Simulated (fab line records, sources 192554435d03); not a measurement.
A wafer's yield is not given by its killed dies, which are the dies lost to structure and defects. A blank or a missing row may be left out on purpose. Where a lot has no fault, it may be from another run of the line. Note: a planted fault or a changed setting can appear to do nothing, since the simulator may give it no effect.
Lot-split experiment :: flow n5-finfet :: route with 1938 steps; 7 lots, 21 wafers read

== THE SPLIT ITSELF ==
At N5_BEOL_M3_COAT_67 (time 60 s, resist thk 60 nm), the setting spin-rpm was moved away from the recipe's 1500 rpm on 6 of the 21 wafers read, by -11.0% to +10.3%. For the rest of the wafers, this setting stayed at what the recipe calls for.

== FROM THE SPLIT TO THE READING: what the file shows between them, 7 steps ==
- N5_BEOL_M3_COAT_68: time 60 s, resist thk 12 nm
- N5_BEOL_M3_COAT_76: time 60 s, resist thk 5 nm
- N5_BEOL_M3_ALD_98: deposits SiO2, target thk 2.5 nm, pulse time 1 s, co reactant pulse time 1 s
- N5_BEOL_M3_ETCHBACK_99: etches SiO2 in CHF3, target depth 5 nm, time 10.4 s
- N5_BEOL_M3_ETCH_70: etches SOC in N2/H2, target depth 80 nm, overetch 16 nm, time 120 s
- N5_BEOL_M3_STRIP_71: strips in N2/H2
- N5_BEOL_M3_STRIP_78: strips in N2/H2

== THE READING ==
SOC_of_BEOL_M3_COAT_67.thk-nm (the simulator's own value, which no gauge read), in nm, at N5_BEOL_M3_VIA_ETCH_34 (etches the open film in C4F6/O2, target depth 69.4 nm, time 65.9 s). No usual value for it is given in the file. The 15 wafers here that ran the recipe average 52.0 nm, standard deviation 0.25 nm.

wafer: L074.3
tool, chamber at the split: litho-track-03, 0
spin-rpm as run, rpm: 1549
against the recipe: +3.3%
SOC_of_BEOL_M3_COAT_67.thk-nm, nm: 51
against lot-mates on the recipe: no lot-mate on the recipe

wafer: L074.5
tool, chamber at the split: litho-track-03, 0
spin-rpm as run, rpm: 1549
against the recipe: +3.3%
SOC_of_BEOL_M3_COAT_67.thk-nm, nm: 51
against lot-mates on the recipe: no lot-mate on the recipe

wafer: L074.6
tool, chamber at the split: litho-track-03, 0
spin-rpm as run, rpm: 1549
against the recipe: +3.3%
SOC_of_BEOL_M3_COAT_67.thk-nm, nm: 50.8
against lot-mates on the recipe: no lot-mate on the recipe

wafer: L078.2
tool, chamber at the split: litho-track-03, 0
spin-rpm as run, rpm: 1500
against the recipe: recipe
SOC_of_BEOL_M3_COAT_67.thk-nm, nm: 52
against lot-mates on the recipe: -

wafer: L078.5
tool, chamber at the split: litho-track-03, 0
spin-rpm as run, rpm: 1500
against the recipe: recipe
SOC_of_BEOL_M3_COAT_67.thk-nm, nm: 51.8
against lot-mates on the recipe: -

wafer: L078.6
tool, chamber at the split: litho-track-03, 0
spin-rpm as run, rpm: 1500
against the recipe: recipe
SOC_of_BEOL_M3_COAT_67.thk-nm, nm: 51.8
against lot-mates on the recipe: -

wafer: L079.1
tool, chamber at the split: litho-track-03, 0
spin-rpm as run, rpm: 1500
against the recipe: recipe
SOC_of_BEOL_M3_COAT_67.thk-nm, nm: 52
against lot-mates on the recipe: -

wafer: L079.2
tool, chamber at the split: litho-track-03, 0
spin-rpm as run, rpm: 1335
against the recipe: -11.0%
SOC_of_BEOL_M3_COAT_67.thk-nm, nm: 55.6
against lot-mates on the recipe: +3.6

wafer: L079.3
tool, chamber at the split: litho-track-03, 0
spin-rpm as run, rpm: 1335
against the recipe: -11.0%
SOC_of_BEOL_M3_COAT_67.thk-nm, nm: 55.8
against lot-mates on the recipe: +3.8

wafer: L085.1
tool, chamber at the split: litho-track-03, 0
spin-rpm as run, rpm: 1500
against the recipe: recipe
SOC_of_BEOL_M3_COAT_67.thk-nm, nm: 52.2
against lot-mates on the recipe: -

wafer: L085.3
tool, chamber at the split: litho-track-03, 0
spin-rpm as run, rpm: 1500
against the recipe: recipe
SOC_of_BEOL_M3_COAT_67.thk-nm, nm: 51.8
against lot-mates on the recipe: -

wafer: L085.6
tool, chamber at the split: litho-track-03, 0
spin-rpm as run, rpm: 1654
against the recipe: +10.3%
SOC_of_BEOL_M3_COAT_67.thk-nm, nm: 48.8
against lot-mates on the recipe: -3.2

wafer: L094.4
tool, chamber at the split: litho-track-05, 0
spin-rpm as run, rpm: 1500
against the recipe: recipe
SOC_of_BEOL_M3_COAT_67.thk-nm, nm: 52.4
against lot-mates on the recipe: -

wafer: L094.6
tool, chamber at the split: litho-track-05, 0
spin-rpm as run, rpm: 1500
against the recipe: recipe
SOC_of_BEOL_M3_COAT_67.thk-nm, nm: 52.4
against lot-mates on the recipe: -

wafer: L094.5
tool, chamber at the split: litho-track-05, 0
spin-rpm as run, rpm: 1500
against the recipe: recipe
SOC_of_BEOL_M3_COAT_67.thk-nm, nm: 52
against lot-mates on the recipe: -

wafer: L096.2
tool, chamber at the split: litho-track-04, 0
spin-rpm as run, rpm: 1500
against the recipe: recipe
SOC_of_BEOL_M3_COAT_67.thk-nm, nm: 52
against lot-mates on the recipe: -

wafer: L096.3
tool, chamber at the split: litho-track-04, 0
spin-rpm as run, rpm: 1500
against the recipe: recipe
SOC_of_BEOL_M3_COAT_67.thk-nm, nm: 51.4
against lot-mates on the recipe: -

wafer: L096.6
tool, chamber at the split: litho-track-04, 0
spin-rpm as run, rpm: 1500
against the recipe: recipe
SOC_of_BEOL_M3_COAT_67.thk-nm, nm: 51.8
against lot-mates on the recipe: -

wafer: L097.2
tool, chamber at the split: litho-track-04, 0
spin-rpm as run, rpm: 1500
against the recipe: recipe
SOC_of_BEOL_M3_COAT_67.thk-nm, nm: 52
against lot-mates on the recipe: -

wafer: L097.3
tool, chamber at the split: litho-track-04, 0
spin-rpm as run, rpm: 1500
against the recipe: recipe
SOC_of_BEOL_M3_COAT_67.thk-nm, nm: 52.2
against lot-mates on the recipe: -

wafer: L097.4
tool, chamber at the split: litho-track-04, 0
spin-rpm as run, rpm: 1500
against the recipe: recipe
SOC_of_BEOL_M3_COAT_67.thk-nm, nm: 51.8
against lot-mates on the recipe: -

THE FIT
A straight line over all 21 wafers: SOC_of_BEOL_M3_COAT_67.thk-nm changes by -0.329 nm for each +1% of spin-rpm; r = -0.99; the points scatter about the line by 0.24 nm.
The same after taking each lot's own level away (the mean of its wafers on the recipe; 18 wafers): -0.328 nm for each +1%; r = -0.99; scatter 0.18 nm.
Per that fit: largest spin-rpm move, reading shift of 3.6 nm.
Across the lots, their own levels run from 51.73 to 52.27 nm, a range of 2.1 times the standard deviation given above.
Consequently the slope shifts little with the lot-to-lot level, the two slopes agreeing.
Check: with one of the wafers moved furthest among these (-11.0%) left out of the fit, the line predicts +3.65 nm for it against its lot-mates. Against them it came out at +3.6 nm.

== THESE WAFERS: OTHER SPLITS ==
Before the reading, these wafers also passed through other splits. Each is held against what the fit with the lots' levels taken away leaves over:
other split on the same wafers: N5_MOL_CONTACT_COAG_COAT_02 spin-rpm
wafers away from the commonest value: 4
r with SOC_of_BEOL_M3_COAT_67.thk-nm (lot level and that fit taken away): +0.26

other split on the same wafers: N5_MOL_CONTACT_COAG_ALD_27 ald-cycles
wafers away from the commonest value: 7
r with SOC_of_BEOL_M3_COAT_67.thk-nm (lot level and that fit taken away): -0.09

other split on the same wafers: N5_MOL_CONTACT_COAG_ALD_123 ald-cycles
wafers away from the commonest value: 8
r with SOC_of_BEOL_M3_COAT_67.thk-nm (lot level and that fit taken away): +0.20

other split on the same wafers: N5_MOL_CONTACT_COAG_ETCHBACK_135 time-s
wafers away from the commonest value: 8
r with SOC_of_BEOL_M3_COAT_67.thk-nm (lot level and that fit taken away): +0.29

other split on the same wafers: N5_MOL_CONTACT_COAG_VIA_ETCH_46 bias-w
wafers away from the commonest value: 9
r with SOC_of_BEOL_M3_COAT_67.thk-nm (lot level and that fit taken away): +0.30

other split on the same wafers: N5_BEOL_M0_SAQP_COAT_08 spin-rpm
wafers away from the commonest value: 7
r with SOC_of_BEOL_M3_COAT_67.thk-nm (lot level and that fit taken away): +0.16

other split on the same wafers: N5_BEOL_M2_TRENCH_ETCH_37 source-w
wafers away from the commonest value: 9
r with SOC_of_BEOL_M3_COAT_67.thk-nm (lot level and that fit taken away): +0.38

other split on the same wafers: N5_BEOL_M3_ETCH_64 bias-w
wafers away from the commonest value: 4
r with SOC_of_BEOL_M3_COAT_67.thk-nm (lot level and that fit taken away): -0.11

== THE WHOLE CHAIN: every reading that the file lists as answering this split, in the file's order ==
step: N5_BEOL_M3_COAT_67
what it does: time 60 s, resist thk 60 nm
reading: SOC_of_BEOL_M3_COAT_67.thk-nm (the simulator's own value, which no gauge read)
change (the file's fit): -0.307 nm for each +1% of the setting
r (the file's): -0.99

step: N5_BEOL_M3_ETCH_70
what it does: etches SOC in N2/H2, target depth 80 nm, overetch 16 nm, time 120 s
reading: etch.depth-nm (the simulator's own value, which no gauge read)
change (the file's fit): -0.3 nm for each +1% of the setting
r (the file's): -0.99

step: N5_BEOL_M3_VIA_ETCH_34
what it does: etches the open film in C4F6/O2, target depth 69.4 nm, time 65.9 s
reading: SOC_of_BEOL_M3_COAT_67.thk-nm (the simulator's own value, which no gauge read)
change (the file's fit): -0.325 nm for each +1% of the setting
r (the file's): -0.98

== FILE'S OWN FIT ==
SOC_of_BEOL_M3_COAT_67.thk-nm changes by -0.325 nm for each +1% of spin-rpm, r = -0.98.
